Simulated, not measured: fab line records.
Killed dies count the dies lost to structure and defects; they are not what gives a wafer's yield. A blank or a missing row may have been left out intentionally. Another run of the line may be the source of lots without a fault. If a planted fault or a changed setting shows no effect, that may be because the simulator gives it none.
Chamber matching / flow n5Finfet / aldSin-01 running N5_BEOL_M2_ALD_98: 4 sister chambers
The step deposits SiO2, target thk 2.5 nm, pulse time 1 s, co reactant pulse time 1 s. 16 wafers are shown with their chamber, then 8 later ones without.

## EACH WAFER AND ITS CHAMBER
wafer=L810.1; chamber=2; heaterPowerW (W)=75; precursorPulseHeightRel=0.975
wafer=L810.5; chamber=2; heaterPowerW (W)=74; precursorPulseHeightRel=0.996
wafer=L810.6; chamber=3; heaterPowerW (W)=70; precursorPulseHeightRel=1.039
wafer=L815.1; chamber=1; heaterPowerW (W)=85; precursorPulseHeightRel=0.965
wafer=L815.3; chamber=0; heaterPowerW (W)=69; precursorPulseHeightRel=0.973
wafer=L815.6; chamber=2; heaterPowerW (W)=76; precursorPulseHeightRel=0.952
wafer=L816.1; chamber=0; heaterPowerW (W)=70; precursorPulseHeightRel=1.012
wafer=L816.2; chamber=2; heaterPowerW (W)=74; precursorPulseHeightRel=1.027
wafer=L816.6; chamber=0; heaterPowerW (W)=71; precursorPulseHeightRel=1.015
wafer=L818.1; chamber=0; heaterPowerW (W)=68; precursorPulseHeightRel=0.996
wafer=L818.2; chamber=2; heaterPowerW (W)=76; precursorPulseHeightRel=1.059
wafer=L818.5; chamber=3; heaterPowerW (W)=73; precursorPulseHeightRel=0.986
wafer=L819.1; chamber=0; heaterPowerW (W)=69; precursorPulseHeightRel=0.993
wafer=L819.2; chamber=2; heaterPowerW (W)=75; precursorPulseHeightRel=1.001
wafer=L819.6; chamber=3; heaterPowerW (W)=73; precursorPulseHeightRel=1.033
wafer=L820.1; chamber=0; heaterPowerW (W)=70; precursorPulseHeightRel=0.992

SIGNATURES, as means of the wafers listed above
reading=heaterPowerW; chamber 0=69.50; chamber 1=85.00; chamber 2=75.00; chamber 3=72.00; scatter within a chamber=1.14
reading=precursorPulseHeightRel; chamber 0=0.99683; chamber 1=0.96500; chamber 2=1.00167; chamber 3=1.01933; scatter within a chamber=0.0289
Rule: for a wafer and a chamber, the distance is found by dividing, reading by reading, the gap between the wafer's reading and the chamber's mean by the reading's scatter, squaring, summing and taking the root. The wafer belongs to the nearest chamber; if the next one is less than 2 further off, it can't be placed. The scatter is the square root of a quotient: the sum, over the shown wafers, of each reading's squared deviation from its chamber's mean, divided by wafers minus chambers.

## WAFERS WITH NO CHAMBER GIVEN
wafer=L820.4; heaterPowerW (W)=73; precursorPulseHeightRel=1.011
wafer=L820.5; heaterPowerW (W)=75; precursorPulseHeightRel=0.997
wafer=L822.1; heaterPowerW (W)=75; precursorPulseHeightRel=1.011
wafer=L822.2; heaterPowerW (W)=84; precursorPulseHeightRel=0.963
wafer=L822.5; heaterPowerW (W)=72; precursorPulseHeightRel=0.969
wafer=L821.1; heaterPowerW (W)=83; precursorPulseHeightRel=1.011
wafer=L821.5; heaterPowerW (W)=72; precursorPulseHeightRel=0.990
wafer=L821.6; heaterPowerW (W)=75; precursorPulseHeightRel=1.023

## WHICH CHAMBER EACH WENT THROUGH
wafer=L820.4; from the rows above=can't be placed: 3 or 2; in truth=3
wafer=L820.5; from the rows above=2; in truth=2
wafer=L822.1; from the rows above=2; in truth=2
wafer=L822.2; from the rows above=1; in truth=1
wafer=L822.5; from the rows above=can't be placed: 3 or 0 or 2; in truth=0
wafer=L821.1; from the rows above=1; in truth=1
wafer=L821.5; from the rows above=can't be placed: 3 or 0 or 2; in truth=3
wafer=L821.6; from the rows above=can't be placed: 2 or 3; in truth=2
Correct placement for 4 of the 8. Not placeable from these rows: 4 (in 4, the candidates include the true chamber). Wrongly placed: 0.
